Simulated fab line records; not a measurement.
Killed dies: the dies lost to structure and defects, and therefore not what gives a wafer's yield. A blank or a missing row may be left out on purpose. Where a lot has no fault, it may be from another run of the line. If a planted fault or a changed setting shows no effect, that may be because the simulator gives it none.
Matching of chambers :: flow n5_finfet :: N5_GATE_CUT_STRIP_42 on rie_diel-06: 4 sister chambers
The step strips in O2. 8 wafers are shown with their chamber, then 10 later ones without.

EACH WAFER AND ITS CHAMBER
wafer: L076.2
chamber: 2
drypump_motor_current_A (A): 5.33
throttle_valve_pct (%): 17.06

wafer: L087.3
chamber: 2
drypump_motor_current_A (A): 5.31
throttle_valve_pct (%): 17.10

wafer: L090.2
chamber: 3
drypump_motor_current_A (A): 5.85
throttle_valve_pct (%): 16.52

wafer: L093.1
chamber: 0
drypump_motor_current_A (A): 5.56
throttle_valve_pct (%): 16.40

wafer: L093.2
chamber: 1
drypump_motor_current_A (A): 5.65
throttle_valve_pct (%): 16.78

wafer: L093.5
chamber: 3
drypump_motor_current_A (A): 5.87
throttle_valve_pct (%): 16.52

wafer: L094.1
chamber: 0
drypump_motor_current_A (A): 5.57
throttle_valve_pct (%): 16.40

wafer: L094.3
chamber: 1
drypump_motor_current_A (A): 5.64
throttle_valve_pct (%): 16.79

WAFERS WITHOUT THEIR CHAMBER
wafer: L094.5
drypump_motor_current_A (A): 5.57
throttle_valve_pct (%): 16.40

wafer: L095.4
drypump_motor_current_A (A): 5.31
throttle_valve_pct (%): 16.61

wafer: L095.5
drypump_motor_current_A (A): 5.30
throttle_valve_pct (%): 16.61

wafer: L095.6
drypump_motor_current_A (A): 5.64
throttle_valve_pct (%): 16.79

wafer: L096.3
drypump_motor_current_A (A): 5.64
throttle_valve_pct (%): 16.79

wafer: L096.5
drypump_motor_current_A (A): 5.66
throttle_valve_pct (%): 16.79

wafer: L096.6
drypump_motor_current_A (A): 5.56
throttle_valve_pct (%): 16.41

wafer: L097.2
drypump_motor_current_A (A): 5.56
throttle_valve_pct (%): 16.41

wafer: L097.3
drypump_motor_current_A (A): 5.88
throttle_valve_pct (%): 16.55

wafer: L097.5
drypump_motor_current_A (A): 5.88
throttle_valve_pct (%): 16.56

WHICH CHAMBER EACH WENT THROUGH
wafer: L094.5
from the rows above: 0
in truth: 0

wafer: L095.4
from the rows above: 0
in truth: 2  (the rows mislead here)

wafer: L095.5
from the rows above: 0
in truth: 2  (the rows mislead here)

wafer: L095.6
from the rows above: 1
in truth: 1

wafer: L096.3
from the rows above: 1
in truth: 1

wafer: L096.5
from the rows above: 1
in truth: 1

wafer: L096.6
from the rows above: 0
in truth: 0

wafer: L097.2
from the rows above: 0
in truth: 0

wafer: L097.3
from the rows above: 3
in truth: 3

wafer: L097.5
from the rows above: 3
in truth: 3
8 of 10 placed correctly. Left unplaced by these rows: 0. Placed wrongly: 2.
How it was worked out, from the rows above alone: a wafer's distance from a chamber is the root of the sum, over the readings, of the square of ((its reading less the chamber's mean) divided by the reading's scatter). If the next closest chamber is less than 2 further off than the closest, the wafer can't be placed; otherwise it belongs to the closest. A chamber's mean is the mean of its shown wafers. How the scatter is found: for the shown wafers, subtract from each reading the mean of its chamber, square and add these, divide the total by (wafers less chambers), then take the root.
